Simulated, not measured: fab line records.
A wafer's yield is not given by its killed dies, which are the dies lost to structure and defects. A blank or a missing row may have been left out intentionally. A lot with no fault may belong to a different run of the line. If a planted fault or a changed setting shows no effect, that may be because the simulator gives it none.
A single fault, viewed from 2 desks / flow n5 finfet / only its own numbers are on each desk; what lay behind them is given at the end

== FOR THE TOOL OWNER'S DESK: ald sin-03 ==
The tool's own readings at N5_SDB_ALD_29 (deposits SiNx, target thk 30 nm, pulse time 1 s, ald cycles 600): means of the sampled wafers that have a number, for each lot that ran on this tool. The brackets show how far a lot's mean lies from the usual mean; more than 4 standard deviations puts the lot out of limits, marked OUT.
Columns: A = heater power outer w at N5_SDB_ALD_29, usual 525 W; B = heater power w at N5_SDB_ALD_29, usual 851 W; C = precursor pulse height rel at N5_SDB_ALD_29, usual 1.000
lot=L283; first seen here=day 4 01:59; A=528; B=821; C=1.006
lot=L300; first seen here=day 8 07:23; A=522; B=810; C=0.998
lot=L301; first seen here=day 8 15:03; A=516; B=824; C=1.008
lot=L304; first seen here=day 9 06:59; A=509; B=807; C=0.995
This desk's finding: nothing out of limits on any of the 4 lots.

== AT THE METROLOGY DESK ==
Lot by lot, what the gauges showed, no matter which tool ran the lot: averages of those sampled wafers that carry a number. The brackets show how far a lot's mean lies from the usual mean; more than 4 standard deviations puts the lot out of limits, marked OUT. Of its 10 readings 7 are shown: those that lie furthest out on some lot.
Columns: A = DIBL_N at N5_BEOL_M4_RC_MEAS_101, usual 37.5 mV/V; B = DIBL_P at N5_BEOL_M4_RC_MEAS_101, usual 38 mV/V; C = IOFF_N at N5_BEOL_M4_RC_MEAS_101, usual 0.19 nA/um; D = ION_N at N5_BEOL_M4_RC_MEAS_101, usual 679 uA/um; E = ION_P at N5_BEOL_M4_RC_MEAS_101, usual 465 uA/um; F = SS_N at N5_BEOL_M4_RC_MEAS_101, usual 72.0 mV/dec; G = SS_P at N5_BEOL_M4_RC_MEAS_101, usual 73.7 mV/dec
lot=L283; first seen here=day 8 01:46; A=36.3; B=38; C=0.18; D=678; E=464; F=71.7; G=73.1
lot=L300; first seen here=day 12 20:30; A=39.5; B=38; C=0.26; D=692; E=472; F=73.5; G=74.3
lot=L301; first seen here=day 12 23:50; A=36.8; B=36; C=0.17; D=685; E=466; F=71.4; G=72.8
lot=L304; first seen here=day 13 23:58; A=36.7; B=38; C=0.18; D=678; E=463; F=72.1; G=73.7
lot=L305; first seen here=day 14 05:17; A=33.6; B=35; C=0.15; D=674; E=468; F=71.8; G=72.7
This desk's finding: nothing out of limits on any of the 5 lots.

== BROUGHT TOGETHER ==
The desk of the tool owner found nothing out of limits.
Metrology desk: nothing out of limits seen.

== WHAT HAD BEEN PUT IN BY THE SIMULATOR ==
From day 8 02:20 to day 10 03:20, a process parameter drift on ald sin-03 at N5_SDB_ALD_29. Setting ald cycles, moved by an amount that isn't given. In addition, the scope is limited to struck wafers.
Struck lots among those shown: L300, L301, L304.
